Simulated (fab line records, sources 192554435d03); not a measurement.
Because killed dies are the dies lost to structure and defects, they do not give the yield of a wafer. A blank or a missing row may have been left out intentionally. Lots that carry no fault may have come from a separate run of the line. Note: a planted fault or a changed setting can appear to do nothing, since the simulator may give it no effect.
Split-lot experiment	flow n5 finfet	on a route of 1938 steps: 7 lots, 21 wafers read

THE SPLIT ITSELF
At N5_MOL_CONTACT_COAG_COAT_78 (resist thk 40 nm), the setting spin rpm was moved away from the recipe's 1500 rpm on 10 of the 21 wafers read, by -6.6% to +9.7%. This setting was run at the recipe's value on the other wafers.

FROM THE SPLIT TO THE READING: what the file shows between them, 4 steps
- N5_MOL_CONTACT_COAG_EBR_80
- N5_MOL_CONTACT_COAG_SOFTBAKE_79: time 60 s
- N5_MOL_CONTACT_COAG_DESCUM_88: chemistry O2, time 7 s
- N5_MOL_CONTACT_COAG_ETCH_89: etches underlayer in N2/H2, target depth 13 nm, time 10.4 s

THE READING
CAR-EUV_of_MOL_CONTACT_COAG_COAT_78.thk nm (the simulator's own value, which no gauge read), in nm, at N5_MOL_CONTACT_COAG_ETCH_90 (etches SiARC in CF4, target depth 13 nm, time 21.7 s). No usual value for it is given in the file. Average 16.9 nm, standard deviation 0.18 nm, over the 11 wafers here run with the recipe.

wafer	tool, chamber at the split	spin rpm as run, rpm	against the recipe	CAR-EUV_of_MOL_CONTACT_COAG_COAT_78.thk nm, nm	against lot-mates on the recipe
L075.3	litho track-04, 0	1500	recipe	17.2	-
L075.4	litho track-04, 0	1613	+7.5%	15.8	-1.4
L075.6	litho track-04, 0	1613	+7.5%	15.8	-1.4
L076.3	litho track-01, 0	1500	recipe	16.8	-
L076.5	litho track-01, 0	1401	-6.6%	18.2	+1.4
L076.6	litho track-01, 0	1401	-6.6%	18.4	+1.6
L077.1	litho track-01, 0	1439	-4.1%	17.8	+0.8
L077.2	litho track-01, 0	1500	recipe	17	-
L077.3	litho track-01, 0	1500	recipe	17	-
L080.2	litho track-01, 0	1646	+9.7%	14.6	-2.0
L080.3	litho track-01, 0	1500	recipe	16.6	-
L080.5	litho track-01, 0	1646	+9.7%	14.6	-2.0
L081.3	litho track-01, 0	1500	recipe	16.8	-
L081.5	litho track-01, 0	1500	recipe	17	-
L081.6	litho track-01, 0	1500	recipe	16.8	-
L083.1	litho track-01, 0	1500	recipe	17.2	-
L083.3	litho track-01, 0	1586	+5.7%	16	-1.2
L083.4	litho track-01, 0	1586	+5.7%	16.2	-1.0
L093.1	litho track-03, 0	1500	recipe	16.8	-
L093.4	litho track-03, 0	1500	recipe	16.8	-
L093.5	litho track-03, 0	1568	+4.5%	15.8	-1.0

FIT RESULTS
A straight line over all 21 wafers: CAR-EUV_of_MOL_CONTACT_COAG_COAT_78.thk nm changes by -0.201 nm for each +1% of spin rpm; r = -0.97; the points scatter about the line by 0.25 nm.
The same after taking each lot's own level away (the mean of its wafers on the recipe; 21 wafers): -0.205 nm for each +1%; r = -1.00; scatter 0.089 nm.
Per that fit: largest spin rpm move, reading shift of 2 nm.
The lots' own levels span 16.60 to 17.20 nm, that is 3.4 times the standard deviation above.
The two slopes are in agreement: the lot-to-lot level therefore moves the slope only a little.
Check: for one of the wafers moved furthest among these (+9.7%), held out of the fit, the line's prediction against its lot-mates is -1.96 nm. It came out at -2 nm against them.

OTHER SPLITS APPLIED TO THESE WAFERS
Before the reading, these wafers also passed through other splits. Each is held against what the fit with the lots' levels taken away leaves over:
other split on the same wafers	wafers away from the commonest value	r with CAR-EUV_of_MOL_CONTACT_COAG_COAT_78.thk nm (lot level and that fit taken away)
N5_MOL_CONTACT_COAG_COAT_02 spin rpm	5	-0.30
N5_MOL_CONTACT_COAG_COAT_76 spin rpm	12	+0.43

THE WHOLE CHAIN: every reading that the file lists as answering this split, in the file's order
step	what it does	reading	change (the file's fit)	r (the file's)
N5_MOL_CONTACT_COAG_COAT_78	resist thk 40 nm	CAR-EUV_of_MOL_CONTACT_COAG_COAT_78.thk nm (the simulator's own value, which no gauge read)	-0.193 nm for each +1% of the setting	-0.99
N5_MOL_CONTACT_COAG_ETCH_89	etches underlayer in N2/H2, target depth 13 nm, time 10.4 s	CAR-EUV_of_MOL_CONTACT_COAG_COAT_78.thk nm (the simulator's own value, which no gauge read)	-0.184 nm for each +1% of the setting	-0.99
N5_MOL_CONTACT_COAG_ETCH_90	etches SiARC in CF4, target depth 13 nm, time 21.7 s	CAR-EUV_of_MOL_CONTACT_COAG_COAT_78.thk nm (the simulator's own value, which no gauge read)	-0.204 nm for each +1% of the setting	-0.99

THE FILE'S OWN FIT
CAR-EUV_of_MOL_CONTACT_COAG_COAT_78.thk nm changes by -0.204 nm for each +1% of spin rpm, r = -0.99.
